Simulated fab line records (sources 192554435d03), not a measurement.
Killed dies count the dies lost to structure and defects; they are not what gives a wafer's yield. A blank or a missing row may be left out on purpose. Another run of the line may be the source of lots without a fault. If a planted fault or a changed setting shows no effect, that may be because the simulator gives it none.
fab line records	flow n5Finfet
record lots=5	wafers=12	lastDay=17
route steps=1938 shown FIN_CUT@178 STI_FIN_REVEAL@183 DUMMY_GATE@212 BEOL_M4@1111 PASSIVATION@1936
lots that met no fault: taken from a fault-free run of the same line
startH: the number of hours between the record's first day and the start of the first shown wafer of the lot	waitH: hours elapsed since this lot's preceding step	" same as the row above	L1.1+2: one row covering several wafers at once	- no value, or no start was given	* or withheld: withheld	< > ~ a bound
route shown NAME@n: a module of which the file shows steps, and the number in the route of the first	usual: the fault-free wafers' mean and standard deviation	same: alike in all rows	chamber/n: place in a boat	sites: each site's reading	_std_site: standard deviation across them	_edge_site: mean of outer sites minus mean of inner sites	radiusMm: how far each site lies from the wafer's centre	mask NAME#n: copy n	behind: the last tool/chamber to shape the wafer	hold: the reason the lot was held/the length of the hold in hours/how it ended	device: which transistor (n, p or np) failed to switch	end of line: tests run on the same wafers once the route is complete	a step given without rows: its recipe and nothing more	killed: dies that structure and defects cost at the first sort, which is not the same as the wafer's yield	map: dies across one wafer; x = killed, . = not, _ = none there
set.NAME: the setting as run; set.NAME@STEP: as run at that earlier step	model.NAME: the simulator's own value behind a step, which no gauge read
lots at some steps of the route; a table a step, a row a wafer
services: a tool's chamber out of use, with start hour (startH, from the record's first day; less than 0 if before it), hours out, and reason
## steps
# step N5_FIN_CUT_STRIP_22
# recipe chemistry=N2/H2	powerW=500	tempC=40	pressureMtorr=50	rfFrequencyHz=6e+07	overashFraction=0.3	biasPowerW=8	h2Frac=0.5	n2FlowSccm=300	h2FlowSccm=300
# step N5_FIN_CUT_PRECLEAN_36
# recipe chemistry=O3/DIW	timeS=60	tempC=22	o3Ppm=10
# step N5_FIN_CUT_SRD_32
# recipe dry=ipaMarangoni	timeS=30	tempC=23	rinseLiquid=diw
# step N5_FIN_CUT_UV_OZONE_34
# recipe timeS=120	pressureTorr=760	tempC=25
# step N5_STI_FIN_REVEAL_ALD_00
# recipe material=SiO2	targetThkA=10	tempC=300	aldPrecursorFamily=BDEAS	aldCoReactant=O2-plasma	pulseTimeS=1	pressureTorr=2
# step N5_STI_FIN_REVEAL_ALD_14
# recipe material=Si3N4	targetThkA=30	tempC=400	aldPrecursorFamily=SiH2I2	aldCoReactant=N2/H2-plasma	pressureTorr=2
# step N5_STI_FIN_REVEAL_FCVD_FILL_01
# recipe material=SiO2_flowable	targetThkA=3120	tempC=100	pressureTorr=0.8	rfW=2000	timeS=512.2
# step N5_STI_FIN_REVEAL_DENSIFY_02
# recipe tempC=650	ambient=steam	timeS=1800	idleTempC=400	densificationPH2oTorr=640
# step N5_STI_FIN_REVEAL_CMP_04
# recipe stopOn=Si3N4	tOverpolishS=4	downForcePsi=2	platenRpm=54.18	postCmpClean=alkalineBrush	padVelocityMS=1.078	targetThkNm=131.83
# step N5_STI_FIN_REVEAL_DENSIFY_30
# recipe tempC=*	timeS=*	ambient=N2	idleTempC=600	rampUpCPerS=150	rampDownCPerS=60	coolToC=600
# step N5_STI_FIN_REVEAL_ETCHBACK_08
# recipe chemistry=C4F6/O2	target=SiO2	targetDepthA=305	timeS=10.167	ionEnergyEv=250	pressureMtorr=30	sourceW=345	biasW=185	Ar_flow_sccm=300	C4F6_flow_sccm=10	O2_flow_sccm=10
# usual drypumpMotorCurrentA=5.7/0.39	mfcArSccm=300.1/0.79	oesProductAu=0.77/0.08	rfVppV=668/14	showerheadPlenumPTorr=2.83/0.075	throttleValvePct=21.18/0.2
lot.wafer	tool	chamber	startH	waitH	drypumpMotorCurrentA	mfcArSccm	oesProductAu	rfHoursCounterH	rfVppV	showerheadPlenumPTorr	throttleValvePct
L358.1	rieDiel-03	3	88.47	0.2	5.6	299.5	0.97	5	669	2.80	21.05
L358.5	"	2	"	"	6.2	299.4	0.77	-	665	2.74	21.14
L358.6	"	1	"	"	5.3	299.2	0.68	-	686	2.91	21.49
L365.2	rieDiel-03	3	130.08	0.2	5.6	300.2	0.93	20	672	2.79	21.05
L365.6	"	0	"	"	6.1	299.4	0.70	-	663	2.78	21.11
L367.3	rieDiel-05	2	142.76	0.2	5.7	299.4	0.75	177	686	2.97	20.89
L367.5	"	0	"	"	5.7	300.6	0.72	-	642	2.83	21.19
L367.6	"	1	"	"	5.2	301.2	0.73	-	664	2.84	21.18
L368.1	rieDiel-03	3	148.07	0.2	5.6	299.8	0.77	29	671	2.79	20.97
L368.4	"	0	"	"	6.1	299.0	0.83	-	663	2.77	21.25
L371.4	rieDiel-03	1	165.94	0.1	5.3	300.7	1.00	3	687	2.91	21.15
L371.6	"	3	"	"	5.6	301.1	0.75	-	671	2.79	20.96
# step N5_STI_FIN_REVEAL_STRIP_24
# recipe chemistry=N2/H2	timeS=90	powerW=100	tempC=40	pressureMtorr=100	rfFrequencyHz=6e+07	biasPowerW=3	n2FlowSccm=300	h2FlowSccm=300
# step N5_STI_FIN_REVEAL_PRECLEAN_25
# recipe chemistry=SPM	timeS=90	tempC=120	mix=4:1
# step N5_STI_FIN_REVEAL_PRECLEAN_26
# recipe chemistry=SC1	timeS=45	tempC=46	mix=1:2:100
# step N5_STI_FIN_REVEAL_PRECLEAN_29
# recipe chemistry=DHF	timeS=30	tempC=25	dilution=300:1
# step N5_STI_FIN_REVEAL_SRD_12
# recipe timeS=30	tempC=23	rinseLiquid=diw	dry=ipaMarangoni
# step N5_STI_FIN_REVEAL_RECESS_09
# recipe chemistry=HF/NH3	target=SiO2	afsCycles=11	targetDepthA=425	tempC=30	sublimationTempC=180	sublimationTimeS=60
# step N5_STI_FIN_REVEAL_STRIP_16
# recipe chemistry=H3PO4	material=SiNx	tempC=165	targetDepthA=238	overetchFraction=0.4964	dry=ipaMarangoni
# step N5_STI_FIN_REVEAL_PRECLEAN_17
# recipe chemistry=NF3:NH3	afsCycles=1	tempC=30	timeS=20	sublimationTempC=180	sublimationTimeS=60	pressureTorr=3	rfPowerW=30
# step N5_STI_FIN_REVEAL_ETCH_34
# recipe chemistry=H2	mode=isotropic	material=Si	target=Si	targetDepthA=9.7	tempC=20	pressureMtorr=4.5	icpW=300	biasW=0	h2FlowSccm=7.5	heFlowSccm=142.5
# step N5_STI_FIN_REVEAL_OXIDATION_31
# recipe chemistry=O2_PLASMA_REMOTE	tempC=150	timeS=20	pressureMtorr=1000	sourcePowerW=2000	o2FlowSccm=3000
# step N5_STI_FIN_REVEAL_PRECLEAN_32
# recipe chemistry=NF3:NH3	afsCycles=1	tempC=30	timeS=20	sublimationTempC=180	sublimationTimeS=60	pressureTorr=3	rfPowerW=30
# step N5_STI_FIN_REVEAL_STRIP_35
# recipe chemistry=H3PO4	material=Si3N4	tempC=165	targetDepthA=40	timeS=39
# step N5_STI_FIN_REVEAL_SRD_21
# recipe dry=ipaMarangoni	timeS=30	tempC=23	rinseLiquid=diw
# step N5_STI_FIN_REVEAL_OXIDATION_33
# recipe chemistry=O2_PLASMA_REMOTE	tempC=150	timeS=20	pressureMtorr=1000	sourcePowerW=2000	o2FlowSccm=3000
# step N5_STI_FIN_REVEAL_CLEAN_19
# recipe chemistry=O3/DIW	tempC=25	timeS=120	o3Ppm=10
# step N5_STI_FIN_REVEAL_SRD_23
# recipe dry=ipaMarangoni	timeS=30	tempC=23	rinseLiquid=diw
# step N5_STI_FIN_REVEAL_FIN_H_MEAS_10
# usual trenchDepthNm=52.1/0.79
lot.wafer	tool	chamber	startH	waitH	trenchDepthNm
L358.1	ocd-02	-	91.44	0.0	53.1
L358.5	"	-	"	"	52.7
L358.6	"	-	"	"	52.5
L365.2	ocd-02	-	133.03	0.0	52.8
L365.6	"	-	"	"	44.8
L367.3	ocd-01	-	148.38	0.0	52.7
L367.5	"	-	"	"	52.6
L367.6	"	-	"	"	51.7
L368.1	ocd-02	-	151.02	0.0	44.7
L368.4	"	-	"	"	52.7
L371.4	ocd-01	-	168.91	0.0	52.7
L371.6	"	-	"	"	44.2
# step N5_STI_FIN_REVEAL_PRECLEAN_18
# recipe chemistry=SC2	timeS=45	tempC=35	mix=1:1:50
# step N5_STI_FIN_REVEAL_SRD_28
# recipe dry=ipaMarangoni	timeS=30	tempC=23	rinseLiquid=diw
# step N5_DUMMY_GATE_PRECLEAN_00
# recipe chemistry=O3/DIW	timeS=60	tempC=22	o3Ppm=10
# step N5_DUMMY_GATE_SRD_01
# recipe timeS=30	tempC=23	rinseLiquid=diw	dry=ipaMarangoni
# step N5_DUMMY_GATE_ALD_02
# recipe material=SiO2	targetThkA=20	tempC=300	aldPrecursorFamily=BDEAS	aldCoReactant=O2-plasma	pulseTimeS=1	pressureTorr=2
# step N5_DUMMY_GATE_CVD_03
# recipe material=a-Si	targetThkA=1500	tempC=530	precursor=SiH4	timeS=8042
# step N5_DUMMY_GATE_PRECLEAN_46
# recipe chemistry=DIW	timeS=89.5	tempC=23
# step N5_DUMMY_GATE_SRD_47
# recipe dryTimeS=32	dry=n2Spin	spinRpm=1500
# step N5_DUMMY_GATE_CMP_04
# recipe material=a-Si	postCmpClean=alkalineBrush
# step N5_BEOL_M4_RC_MEAS_101
# usual DIBL_N=35.8/1.8	DIBL_P=35.6/2	IOFF_N=0.148/0.028	IOFF_N_85C=2.9/0.46	IOFF_N_LIN=0.070/0.01	IOFF_P=0.20/0.034	IOFF_P_85C=3.5/0.49	IOFF_P_LIN=0.096/0.014	ION_N=672/12	ION_P=462/8.5	REXT_N=75.5/1.9	REXT_P=100.4/2.1	SS_N=71.2/0.65	SS_P=73.1/0.67	VT_N=251/3.3	VT_P=-251/3.8
lot.wafer	tool	chamber	startH	waitH	DIBL_N[mV/V]	DIBL_P[mV/V]	IOFF_N[nA/um]	IOFF_N_85C[nA/um]	IOFF_N_LIN[nA/um]	IOFF_P[nA/um]	IOFF_P_85C[nA/um]	IOFF_P_LIN[nA/um]	ION_N[uA/um]	ION_P[uA/um]	REXT_N[ohm.um]	REXT_P[ohm.um]	SS_N[mV/dec]	SS_P[mV/dec]	VT_N[mV]	VT_P[mV]
L358.1	prober-02	0	218.10	0.0	36.0	35.9	0.134	2.6	0.063	0.21	3.6	0.105	676	468	76.9	102.0	71.1	72.8	253	-247
L358.5	"	0	"	"	36.2	35.7	0.143	2.8	0.067	0.20	3.6	0.106	680	466	76.4	101.5	70.4	73.2	251	-247
L358.6	"	0	"	"	35.4	35.4	0.123	2.5	0.059	0.20	3.5	0.102	659	465	77.6	102.7	71.1	73.1	253	-251
L365.2	prober-01	0	262.67	0.2	38.2	38.2	0.196	3.7	0.087	0.23	3.9	0.102	683	467	73.7	103.5	71.8	73.7	247	-250
L365.6	"	0	"	"	77.4	52.2	7.696	81.4	0.186	2.48	28.8	0.174	602	405	78.5	109.2	126.4	98.6	254	-251
L367.3	prober-01	0	267.62	0.3	37.0	37.7	0.157	3.1	0.073	0.21	3.7	0.097	676	463	75.4	101.3	71.7	73.4	250	-252
L367.5	"	0	"	"	37.7	38.0	0.160	3.2	0.073	0.20	3.5	0.093	668	460	74.2	99.1	71.7	74.1	251	-251
L367.6	"	0	"	"	36.9	36.7	0.158	3.1	0.073	0.19	3.3	0.090	673	455	74.5	101.2	72.4	73.3	250	-253
L368.1	prober-02	0	273.76	0.0	60.0	46.4	2.456	30.8	0.113	1.19	15.6	0.136	580	397	83.0	109.6	105.9	89.3	258	-256
L368.4	"	0	"	"	38.4	39.4	0.190	3.6	0.087	0.24	4.2	0.112	689	467	77.2	100.1	71.5	73.6	249	-251
L371.4	prober-02	0	307.34	0.5	34.9	33.6	0.130	2.6	0.064	0.17	3.1	0.088	678	462	75.5	99.5	71.0	72.6	253	-252
L371.6	"	0	"	"	57.5	54.4	2.215	28.2	0.128	3.08	34.3	0.209	604	416	81.6	104.8	99.3	99.9	251	-246
# step N5_PASSIVATION_PROBE_49
# usual defectLimitedYield=91.3/1.5	killed_at_M0_to_M3=34/11	killed_at_M4_up=14/6.1	killedAtContacts=12/5.9	killedAtFrontEnd=39/11	killedAtOther=4/3.3	killedDies=102/18	killedOpen=67/13	killedShort=33/7.9	sort_bin_4_leakage=0/0	sort_bin_5_function=5.1/1	sort_bin_6_memory=3.3/0.7	sortNPass=1077/19	sortYieldPct=91.3/1.6
# same grossDies=1180	killedAtBackSide=0	sort_bin_8_speed[%]=0
lot.wafer	tool	chamber	startH	waitH	defectLimitedYield[%]	killed_at_M0_to_M3	killed_at_M4_up	killedAtContacts	killedAtFrontEnd	killedAtOther	killedDies	killedOpen	killedShort	sort_bin_4_leakage[%]	sort_bin_5_function[%]	sort_bin_6_memory[%]	sortNPass	sortYieldPct[%]
L358.1	prober-01	-	322.02	0.0	92.4	28	8	7	40	7	90	49	33	0	4.1	2.6	1090	92.4
L358.5	prober-01	-	322.22	0.2	90.3	37	14	13	46	4	114	60	50	0	4.7	4.2	1066	90.3
L358.6	prober-01	-	322.27	0.3	90.7	28	15	10	56	1	110	75	30	0	5.8	2.8	1070	90.7
L367.3	prober-02	-	373.53	0.1	93.9	25	12	4	25	6	72	47	24	0	3.5	2.5	1108	93.9
L367.5	prober-02	-	373.63	0.2	93.6	21	12	7	34	1	75	44	27	0	4.2	1.9	1105	93.6
L367.6	prober-02	-	373.68	0.3	91.9	36	12	9	37	2	96	55	37	0	4.9	2.5	1084	91.9
L365.2	prober-02	-	376.34	0.1	90.2	36	16	15	48	1	116	81	33	0	5.4	4.2	1064	90.2
L365.6	prober-02	-	376.54	0.3	89.0	40	30	10	44	6	130	95	32	88.98	5.6	5.0	0	0
L368.1	prober-01	-	382.61	0.0	89.5	55	17	7	40	5	124	93	29	89.49	7.5	2.8	0	0
L368.4	prober-01	-	382.76	0.2	93.4	19	16	9	31	3	78	54	21	0	4.0	2.4	1102	93.4
L371.4	prober-01	-	405.62	0.2	92.2	37	10	6	34	5	92	58	32	0	4.7	2.7	1088	92.2
L371.6	prober-01	-	405.72	0.3	87.7	42	34	28	35	6	145	96	48	87.71	8.1	4.1	0	0
# killed by level:class
L358.1 BEOL_M0_SAQP:geometricParticle:short=10 GATE_CUT:geometricParticle:open=9 BEOL_M1:geometricParticle:open=6 HKMG_FIN:areaEtch=6 STI_FIN_REVEAL:geometricParticle:open=5 MOL_CONTACT_COAG:geometricParticle:short=4 BEOL_M0_SAQP:geometricParticle:open=4 STARTING-WAFER:geometricParticle:open=4
L358.5 BEOL_M0_SAQP:geometricParticle:short=13 BEOL_M0_SAQP:geometricParticle:open=10 GATE_CUT:geometricParticle:short=9 STI_FIN_REVEAL:geometricParticle:open=8 BEOL_M4:geometricParticle:open=8 FIN_SAQP:geometricParticle:open=7 MOL_CONTACT_COAG:geometricParticle:open=7 MOL_CONTACT_COAG:geometricParticle:short=6
L358.6 STI_FIN_REVEAL:geometricParticle:open=17 MOL_CONTACT_COAG:geometricParticle:open=9 FIN_SAQP:geometricParticle:open=8 BEOL_M2:geometricParticle:open=7 BEOL_M2:geometricParticle:short=7 GATE_CUT:geometricParticle:open=6 DUMMY_GATE:geometricParticle:open=5 STI_FIN_REVEAL:geometricParticle:short=4
L367.3 BEOL_M0_SAQP:geometricParticle:short=9 BEOL_M0_SAQP:geometricParticle:open=7 STI_FIN_REVEAL:geometricParticle:open=5 BEOL_M1:geometricParticle:open=5 STARTING-WAFER:geometricParticle:short=4 BEOL_M4:geometricParticle:open=4 GATE_CUT:geometricParticle:open=3 MOL_CONTACT_COAG:geometricParticle:open=3
L367.5 FIN_SAQP:geometricParticle:open=8 BEOL_M3:geometricParticle:open=5 MOL_CONTACT_COAG:geometricParticle:open=4 BEOL_M0_SAQP:geometricParticle:short=4 BEOL_M4:geometricParticle:open=4 STARTING-WAFER:geometricParticle:short=4 FIN_SAQP:geometricParticle:short=3 GATE_CUT:geometricParticle:short=3
L367.6 BEOL_M0_SAQP:geometricParticle:short=11 BEOL_M0_SAQP:geometricParticle:open=10 FIN_SAQP:geometricParticle:short=7 FIN_SAQP:geometricParticle:open=7 MOL_CONTACT_COAG:geometricParticle:open=7 BEOL_M3:geometricParticle:open=6 STARTING-WAFER:geometricParticle:open=4 HKMG_FIN:areaEtch=4
L365.2 BEOL_M2:geometricParticle:open=16 STI_FIN_REVEAL:geometricParticle:open=14 FIN_SAQP:geometricParticle:open=10 MOL_CONTACT_COAG:geometricParticle:open=9 BEOL_M0_SAQP:geometricParticle:open=8 DUMMY_GATE:geometricParticle:open=7 MOL_CONTACT_COAG:geometricParticle:short=6 FIN_SAQP:geometricParticle:short=5
L365.6 BEOL_M4:geometricParticle:open=16 STI_FIN_REVEAL:geometricParticle:open=14 BEOL_M2:geometricParticle:open=14 MOL_CONTACT_COAG:geometricParticle:open=10 FIN_SAQP:geometricParticle:short=6 BEOL_M0_SAQP:geometricParticle:short=6 ILD0:geometricParticle:open=6 BEOL_M3:geometricParticle:open=6
L368.1 BEOL_M3:geometricParticle:open=29 BEOL_M2:geometricParticle:open=11 FIN_SAQP:geometricParticle:short=7 STI_FIN_REVEAL:geometricParticle:open=7 DUMMY_GATE:geometricParticle:open=6 MOL_CONTACT_COAG:geometricParticle:open=6 STARTING-WAFER:geometricParticle:open=5 BEOL_M1:geometricParticle:open=5
L368.4 MOL_CONTACT_COAG:geometricParticle:open=8 FIN_SAQP:geometricParticle:open=7 BEOL_M2:geometricParticle:open=7 FIN_SAQP:geometricParticle:short=6 STI_FIN_REVEAL:geometricParticle:open=6 DUMMY_GATE:geometricParticle:open=5 BEOL_M2:geometricParticle:short=3 BEOL_M4:geometricParticle:open=3
L371.4 BEOL_M2:geometricParticle:open=7 BEOL_M0_SAQP:geometricParticle:open=7 BEOL_M1:geometricParticle:open=7 FIN_SAQP:geometricParticle:open=6 BEOL_M3:geometricParticle:open=5 STI_FIN_REVEAL:geometricParticle:open=5 GATE_CUT:geometricParticle:short=5 BEOL_M0_SAQP:geometricParticle:short=5
L371.6 MOL_CONTACT_COAG:geometricParticle:open=23 BEOL_M4:geometricParticle:open=18 BEOL_M3:geometricParticle:open=11 BEOL_M0_SAQP:geometricParticle:short=9 BEOL_M2:geometricParticle:open=7 STI_FIN_REVEAL:geometricParticle:open=6 FIN_SAQP:geometricParticle:short=5 DUMMY_GATE:geometricParticle:open=5
# map L365.6 (x killed, . not)
_________________xx......x...________________
______________.............x...._____________
___________..x...............x.xx..__________
__________.....x...x.......x.x......_________
________...x..................x...x..._______
_______x.................x.............______
______.............x..x.....x...x.....x._____
_____..x...x...x..xx.....x.............x.____
____....x..........................x....x.___
___.....xx.....x.......x.....xx.......x..x.__
___...........x..........xx...............x__
__...........x.x...x..........x............._
__x..............x..............x..........._
_..x..........x.........x.............x......
_.x.x........................x...............
_..x......x...x................x......x......
_....................x.......................
_.........................x..x.....x.........
_x...x........x...................x..........
_............x...x...........................
_.x........x..x.........x.xx.................
__...x.................................xx..._
__...........x.....x.....x........x........._
___x.......x...xxx.......x..x.......x......__
___............x........x.................x__
____...................xx.....x.........x.___
_____............x...x.....x.....x......x____
______......x.....x.................x..._____
_______....x...x.......................______
________..x.....x..x.....x.....x......_______
__________..........x.....xx..x....._________
___________...x.x.x..x.............__________
______________......x.xx..x.x..._____________
_________________....x.......________________
# map L368.1 (x killed, . not)
_________________........x.x.________________
______________..........x......._____________
___________...........x............__________
__________.......x........x.....x.x._________
________.x.........x............x....._______
_______.......xx.....x...........x.....______
______......xx......................x..._____
_____............xx.....x.........x......____
____.x..................x...x..........x..___
___....x.........x........x.....x..........__
___..............x...x....x...............x__
__.xx...x........................x.........._
__...x.xx..x...x............................_
_....x.....x.................x.....x.....x...
_.......x.xxx...................xx...........
_....x..........x........................x..x
_........xx........x.x.......................
_......xx.....x....x..x..........x...........
_.....xx.....x.....x..............x.......x..
_.x......................x.................x.
_..............x.............x............x..
__.x.......x...........x........x........x.._
__..x..........x.x.......x...............x.._
___..x....x..............x.................__
___......x....x..x........x................__
____..............x................x....x.___
_____...........................x........____
______.......x............x.x.x...x....._____
_______x.x...........x.....x.x....x....______
________............................x._______
__________.x.................x......_________
___________...........x...x..x.....__________
______________....x.......x.x..._____________
_________________..x.....x..x________________
## services
tool	chamber	startH	hours	kind
rieDiel-03	1	121.14	-	clean
rieDiel-03	1	121.14	-	consumableReplace:focusRing
rieDiel-03	1	121.14	33.9	scheduledDown
rieDiel-03	1	121.14	33.9	ventCycle
rieDiel-05	3	128.67	-	clean
rieDiel-05	3	128.67	-	consumableReplace:focusRing
rieDiel-05	3	128.67	11.6	scheduledDown
rieDiel-05	3	128.67	11.6	ventCycle
## key
firstSign step=N5_STI_FIN_REVEAL_FIN_H_MEAS_10	reading=trenchDepthNm	direction=down	sigmas=9.5	usual=52.1	struck=44.6
effect step=N5_BEOL_M4_RC_MEAS_101	reading=IOFF_N	direction=up	sigmas=99+	usual=0.148	struck=4.122
effect step=N5_BEOL_M4_RC_MEAS_101	reading=IOFF_N_85C	direction=up	sigmas=96	usual=2.9	struck=46.8
effect step=N5_BEOL_M4_RC_MEAS_101	reading=IOFF_P	direction=up	sigmas=61	usual=0.20	struck=2.25
effect step=N5_BEOL_M4_RC_MEAS_101	reading=SS_N	direction=up	sigmas=60	usual=71.2	struck=110.5
effect step=N5_BEOL_M4_RC_MEAS_101	reading=IOFF_P_85C	direction=up	sigmas=46	usual=3.5	struck=26.3
effect step=N5_BEOL_M4_RC_MEAS_101	reading=SS_P	direction=up	sigmas=34	usual=73.1	struck=95.9
effect step=N5_BEOL_M4_RC_MEAS_101	reading=DIBL_N	direction=up	sigmas=17	usual=35.8	struck=65.0
effect step=N5_BEOL_M4_RC_MEAS_101	reading=DIBL_P	direction=up	sigmas=7.9	usual=35.6	struck=51.0
effect step=N5_BEOL_M4_RC_MEAS_101	reading=IOFF_N_LIN	direction=up	sigmas=7.1	usual=0.070	struck=0.142
effect step=N5_BEOL_M4_RC_MEAS_101	reading=ION_P	direction=down	sigmas=6.6	usual=462	struck=406
effect step=N5_BEOL_M4_RC_MEAS_101	reading=ION_N	direction=down	sigmas=6.3	usual=672	struck=595
effect step=N5_BEOL_M4_RC_MEAS_101	reading=IOFF_P_LIN	direction=up	sigmas=5.6	usual=0.096	struck=0.173
effect step=N5_PASSIVATION_PROBE_49	reading=sort_bin_4_leakage	direction=up	sigmas=99+	usual=0	struck=88.73
metAt N5_STI_FIN_REVEAL_ETCHBACK_08
struckWafers L365.6,L368.1,L371.6
onsetBetween 88.47 130.08
fault kind=processParameterDrift	tool=rieDiel-03	chamber=-	onsetH=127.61	steps=N5_STI_FIN_REVEAL_ETCHBACK_08	channel=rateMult	offset=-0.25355	shape=step	endH=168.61	scope=struckWafersOnly
